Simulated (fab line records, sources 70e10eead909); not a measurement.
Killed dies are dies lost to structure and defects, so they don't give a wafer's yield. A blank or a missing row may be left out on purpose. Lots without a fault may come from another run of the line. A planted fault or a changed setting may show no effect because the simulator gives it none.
One fault seen from 2 desks | flow nand_harc | each desk has only its own numbers; what lay behind them comes last

THE METROLOGY DESK
What the gauges read, lot by lot, whatever tool the lot ran on: means of the sampled wafers that have a number. A lot is out of limits, marked OUT, if its mean lies more than 4 standard deviations from the usual mean; the brackets give that distance.
Columns: A = cd_nm at NHARC_A_ZERO_WELL_CD_MEAS_10, usual 1999.5 nm; B = thk_nm at NHARC_A_ONON_D1_THK_MEAS_08, usual 997 nm
lot  | first seen here | A      | B
L243 | day 6 18:23     | 1999.5 | 1017
L244 | day 7 02:10     | 1998.1 | 1007
L245 | day 7 18:59     | 1998.6 | 987
L247 | day 8 15:37     | 1999.2 | 1003
L250 | day 9 13:03     | 1998.3 | 997
L252 | day 10 17:41    | 1996.9 | 1010
L253 | day 10 21:55    | 1998.3 | 995
L254 | day 11 04:45    | 2000.1 | 994
L255 | day 11 16:02    | 2001.1 | 995
L259 | day 13 08:27    | 1997.0 | 1534 (+49) OUT
L260 | day 13 17:40    | 2001.2 | 1000
L261 | day 14 02:25    | 1999.9 | 1527 (+48) OUT
L266 | day 16 04:41    | 1999.6 | 991
This desk's finding: out of limits on L259, L261; first on L259, day 14 08:04 (thk_nm at NHARC_A_ONON_D1_THK_MEAS_08). In limits: L243, L244, L245, L247, L250, L252, L253, L254, L255, L260, L266.

THE DEFECT DESK
What the inspections along the route counted, lot by lot: means of the sampled wafers that have a number. A lot is out of limits, marked OUT, if its mean lies more than 4 standard deviations from the usual mean; the brackets give that distance.
Columns: A = raw_defect_count at NHARC_A_ZERO_WELL_INSPECT_17, usual 11
lot  | first seen here | A
L243 | day 6 19:51     | 13
L244 | day 7 03:39     | 10
L245 | day 7 20:28     | 12
L247 | day 8 17:07     | 6
L250 | day 9 14:31     | 9
L252 | day 10 22:21    | 16
L253 | day 10 23:29    | 7
L254 | day 11 06:16    | 15
L255 | day 11 17:33    | 11
L259 | day 13 09:54    | 10
L260 | day 13 19:07    | 11
L261 | day 14 03:57    | 13
L266 | day 16 06:11    | 9
This desk's finding: nothing out of limits on any of the 13 lots.

PUT TOGETHER
The metrology desk could have raised an alarm at day 14 08:04, on L259, L261.
The defect desk saw nothing out of limits.
The defect desk has L259, L261 on record, within its limits.
Of the lots named, all ran NHARC_A_ONON_D1_DEP_06 on pecvd_onon-03.

WHAT THE SIMULATOR HAD PUT IN
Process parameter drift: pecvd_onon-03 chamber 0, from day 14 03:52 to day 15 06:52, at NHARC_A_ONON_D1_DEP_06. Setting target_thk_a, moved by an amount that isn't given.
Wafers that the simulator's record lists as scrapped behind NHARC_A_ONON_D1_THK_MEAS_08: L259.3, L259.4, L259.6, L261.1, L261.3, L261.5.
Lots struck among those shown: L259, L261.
Hours from the fault's start to each desk's first reading out of limits: the metrology desk, 4.
